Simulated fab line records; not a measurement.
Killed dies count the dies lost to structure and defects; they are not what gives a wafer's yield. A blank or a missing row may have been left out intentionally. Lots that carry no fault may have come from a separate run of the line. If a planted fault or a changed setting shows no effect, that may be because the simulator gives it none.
Comparing a struck lot with a sound one ; flow nand-harc ; 14 out of 1159 route steps
Sound: wafers L333.1, L333.4, L333.5. Wafers L332.2, L332.3, L332.5 were the ones struck. The cause is named last.
At each step with rows: each side's tool, then ch and its chambers, then its first start. Under that, the readings that differ: sound wafers ; struck wafers ; difference of the means ; sigmas: that difference in standard deviations of wafers without a fault.
alike: readings with means less than 2 such deviations apart, plus words and numbers identical on both sides. not compared: withheld readings, readings lacking a value on some wafer, bounds such as >300 that could conceal the same value, and numbers that have no deviation in the record and whose values overlap.
The two part at a step that has a row with sigmas, a row that says differs or no value, or rows on one side only. Numbers that don't overlap but have no deviation are shown without sigmas and don't part them. A reading missing from all wafers of one side parts the sides only when that side holds two or more wafers.

NHARC_A_CONTACT_STRIP_82: strips in O2.
  sound: rie-diel-11 ch 1,2,3; struck: rie-diel-12 ch 0,2,3
  alike: drypump-motor-current-A, o2-flow-sccm, oes-product-au, rf-vpp-V, showerhead-plenum-p-Torr, throttle-valve-pct
  not compared: rf-hours-counter-h
then, 1 step without rows for these wafers: NHARC_A_CONTACT_STRIP_83 (strips in post etch residue remover, time 600 s).
NHARC_A_CONTACT_DEP_84: deposits aC, target thk 2000 nm.
  sound on acl-dep-02 ch 0, day 21 08:32; struck on acl-dep-02 ch 0, day 21 13:42
  alike: throttle-valve-pct
NHARC_A_CONTACT_DEP_85: deposits SiON, target thk 50 nm.
  sound on pecvd-02 ch 0,1,2, day 21 09:47; struck on pecvd-04 ch 0,2, day 21 14:45
  alike: heater-power-w, showerhead-vpp-V
then, 8 steps without rows for these wafers: NHARC_A_CONTACT_DEHYDRATE_00 (time 120 s); NHARC_A_CONTACT_HMDS_01 (time 30 s); NHARC_A_CONTACT_COAT_86 (time 75 s); NHARC_A_CONTACT_COAT_87 (time 65 s); NHARC_A_CONTACT_COAT_02 (resist thk 90 nm); NHARC_A_CONTACT_SOFTBAKE_03 (time 55 s); NHARC_A_CONTACT_EBR_04; NHARC_A_CONTACT_EXPOSE_05 (exposes mask A CC).
NHARC_A_CONTACT_PEB_06: peb time 65 s.
  sound on litho-track-01 ch 0, day 21 10:18; struck on litho-track-06, day 21 15:23
  no value came back on the struck wafers for chill-plate-temp-C (C), exhaust-pa (Pa); on the sound wafers chill-plate-temp-C (C) reads 22.96 23.05 23.12
then, 1 step without rows for these wafers: NHARC_A_CONTACT_DEVELOP_07 (develop time 35 s).

== WHERE THEY PART ==
Only at NHARC_A_CONTACT_PEB_06, as far as this record shows.

WHY: what the simulator had put in
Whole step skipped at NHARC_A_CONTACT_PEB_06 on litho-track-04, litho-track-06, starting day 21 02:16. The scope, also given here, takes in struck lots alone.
